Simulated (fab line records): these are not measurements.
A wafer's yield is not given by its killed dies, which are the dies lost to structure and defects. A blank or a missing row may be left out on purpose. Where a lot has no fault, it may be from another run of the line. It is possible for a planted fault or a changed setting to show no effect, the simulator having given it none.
Matching of chambers || flow n5_finfet || rie_diel-01 running N5_SDB_ETCH_18: 4 sister chambers
The step etches SOC in N2/H2, target depth 100 nm, overetch 20 nm, time 150 s. 4 wafers are shown with their chamber, then 7 later ones without.

EACH WAFER AND ITS CHAMBER
{"wafer": "L078.2", "chamber": 0, "showerhead_plenum_p_Torr (Torr)": 2.42}
{"wafer": "L081.1", "chamber": 1, "showerhead_plenum_p_Torr (Torr)": 2.58}
{"wafer": "L084.1", "chamber": 3, "showerhead_plenum_p_Torr (Torr)": 2.63}
{"wafer": "L084.2", "chamber": 2, "showerhead_plenum_p_Torr (Torr)": 2.51}

WAFERS MISSING THEIR CHAMBER
{"wafer": "L084.5", "showerhead_plenum_p_Torr (Torr)": 2.41}
{"wafer": "L088.1", "showerhead_plenum_p_Torr (Torr)": 2.58}
{"wafer": "L088.4", "showerhead_plenum_p_Torr (Torr)": 2.41}
{"wafer": "L088.5", "showerhead_plenum_p_Torr (Torr)": 2.63}
{"wafer": "L097.1", "showerhead_plenum_p_Torr (Torr)": 2.62}
{"wafer": "L097.2", "showerhead_plenum_p_Torr (Torr)": 2.51}
{"wafer": "L097.3", "showerhead_plenum_p_Torr (Torr)": 2.40}

WHICH CHAMBER EACH ONE RAN IN
{"wafer": "L084.5", "from the rows above": 0, "in truth": 0}
{"wafer": "L088.1", "from the rows above": 1, "in truth": 1}
{"wafer": "L088.4", "from the rows above": 0, "in truth": 0}
{"wafer": "L088.5", "from the rows above": 3, "in truth": 3}
{"wafer": "L097.1", "from the rows above": 3, "in truth": 3}
{"wafer": "L097.2", "from the rows above": 2, "in truth": 2}
{"wafer": "L097.3", "from the rows above": 0, "in truth": 0}
Correctly placed: 7 of 7. Not placeable from these rows: 0. Number placed wrongly: 0.
How it was worked out, from the rows above alone: a wafer's distance from a chamber is the root of the sum, over the readings, of the square of ((its reading less the chamber's mean) divided by the reading's scatter). The wafer belongs to the nearest chamber; if the next one is less than 2 further off, it can't be placed. A chamber's mean is the mean of its shown wafers. The scatter (one wafer shown for each chamber): square how far every hidden wafer sits from the nearest shown wafer, average those squares and take the square root.
